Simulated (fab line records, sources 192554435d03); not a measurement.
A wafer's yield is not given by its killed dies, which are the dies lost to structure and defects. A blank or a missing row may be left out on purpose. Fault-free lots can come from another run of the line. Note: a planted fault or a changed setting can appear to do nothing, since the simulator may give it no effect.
Matching of chambers    flow n5_finfet    rie_diel-02 running N5_GATE_CUT_STRIP_59: 4 sister chambers
The step strips in N2/H2, time 20 s. 27 wafers are shown with their chamber, then 12 later ones without.

## WAFERS WITH THEIR CHAMBER
wafer   chamber  drypump_motor_current_A (A)  showerhead_plenum_p_Torr (Torr)  throttle_valve_pct (%)
L075.1  1        6.0                          3.25                             12.00
L075.2  0        5.4                          3.45                             12.50
L075.6  2        5.5                          3.35                             12.20
L076.3  3        5.7                          3.35                             12.51
L076.4  0        5.5                          3.45                             12.46
L076.6  3        5.7                          3.35                             12.51
L077.4  0        5.5                          3.45                             12.50
L077.5  1        6.1                          3.25                             12.01
L077.6  0        5.4                          3.45                             12.50
L080.2  1        6.1                          3.25                             12.03
L080.4  0        5.4                          3.45                             12.49
L080.5  3        5.7                          3.35                             12.54
L079.1  1        6.1                          3.25                             12.03
L079.4  3        5.7                          3.35                             12.52
L079.6  1        6.1                          3.25                             12.01
L081.1  1        6.1                          3.25                             12.04
L081.2  2        5.5                          3.35                             12.21
L081.6  1        6.1                          3.25                             12.03
L084.1  2        5.5                          3.35                             12.25
L084.3  1        6.1                          3.24                             12.05
L084.4  3        5.7                          3.34                             12.54
L090.2  2        5.5                          3.34                             12.27
L090.4  3        5.7                          3.33                             12.58
L090.6  1        6.1                          3.24                             12.07
L092.1  1        6.1                          3.23                             12.08
L092.2  2        5.5                          3.34                             12.29
L092.4  0        5.4                          3.44                             11.91

SIGNATURES, as means of the wafers listed above
reading                   chamber 0  chamber 1  chamber 2  chamber 3  scatter within a chamber
drypump_motor_current_A   5.433      6.090      5.500      5.700      0.0312
showerhead_plenum_p_Torr  3.4483     3.2460     3.3460     3.3450     0.00657
throttle_valve_pct        12.3933    12.0350    12.2440    12.5333    0.114
Rule: for a wafer and a chamber, the distance is found by dividing, reading by reading, the gap between the wafer's reading and the chamber's mean by the reading's scatter, squaring, summing and taking the root. If the next closest chamber is less than 2 further off than the closest, the wafer can't be placed; otherwise it belongs to the closest. How the scatter is found: for the shown wafers, subtract from each reading the mean of its chamber, square and add these, divide the total by (wafers less chambers), then take the root.

## WAFERS WITH NO CHAMBER GIVEN
wafer   drypump_motor_current_A (A)  showerhead_plenum_p_Torr (Torr)  throttle_valve_pct (%)
L093.2  5.4                          3.44                             11.94
L093.4  5.7                          3.33                             12.61
L093.6  5.5                          3.33                             12.29
L094.1  5.4                          3.44                             11.92
L094.3  6.0                          3.23                             12.10
L094.4  5.5                          3.33                             12.31
L095.2  6.1                          3.23                             12.10
L095.5  6.0                          3.23                             12.09
L095.6  5.5                          3.33                             12.31
L096.2  6.0                          3.23                             12.12
L096.5  5.4                          3.43                             11.93
L096.6  6.0                          3.23                             12.11

## WHICH CHAMBER EACH WENT THROUGH
wafer   from the rows above  in truth
L093.2  0                    0
L093.4  3                    3
L093.6  2                    2
L094.1  0                    0
L094.3  1                    1
L094.4  2                    2
L095.2  1                    1
L095.5  1                    1
L095.6  2                    2
L096.2  1                    1
L096.5  0                    0
L096.6  1                    1
12 of 12 placed correctly. From these rows, 0 cannot be placed. 0 placed wrongly.
